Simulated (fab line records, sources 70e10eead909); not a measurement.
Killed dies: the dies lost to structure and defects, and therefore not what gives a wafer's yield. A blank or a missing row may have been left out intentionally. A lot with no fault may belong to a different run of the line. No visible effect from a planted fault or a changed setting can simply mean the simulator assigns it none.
Matching of chambers | flow nand-harc | NHARC_A_CONTACT_ALD_18 on ald-metal-02 has 4 sister chambers
The step deposits TiN, target thk 3 nm, pulse time 1 s, ald cycles 150. 4 wafers are shown with their chamber, then 8 later ones without.

EACH WAFER AND ITS CHAMBER
wafer  | chamber | heater-power-w (W)
L082.2 | 0       | 909
L087.1 | 1       | 1055
L087.5 | 3       | 1077
L095.2 | 2       | 1195

WAFERS MISSING THEIR CHAMBER
wafer  | heater-power-w (W)
L095.3 | 960
L095.6 | 1114
L096.1 | 957
L096.3 | 1181
L096.4 | 1110
L096.2 | 1087
L096.5 | 1090
L096.6 | 964

THE CHAMBER EACH PASSED THROUGH
wafer  | from the rows above          | in truth
L095.3 | can't be placed: 0 or 1 or 3 | 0
L095.6 | can't be placed: 3 or 1 or 2 | 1
L096.1 | can't be placed: 0 or 1 or 3 | 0
L096.3 | 2                            | 2
L096.4 | can't be placed: 3 or 1 or 2 | 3
L096.2 | can't be placed: 3 or 1      | 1
L096.5 | can't be placed: 3 or 1      | 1
L096.6 | can't be placed: 0 or 1 or 3 | 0
Correct placement for 1 of the 8. These rows do not allow placing 7 (true chamber among the candidates in 7). Placed wrongly: 0.
How it was worked out, from the rows above alone: a wafer's distance from a chamber is the root of the sum, over the readings, of the square of ((its reading less the chamber's mean) divided by the reading's scatter). If the next closest chamber is less than 2 further off than the closest, the wafer can't be placed; otherwise it belongs to the closest. For every chamber, the mean is computed from those of its wafers that are shown. The scatter (one wafer shown for each chamber): square how far every hidden wafer sits from the nearest shown wafer, average those squares and take the square root.
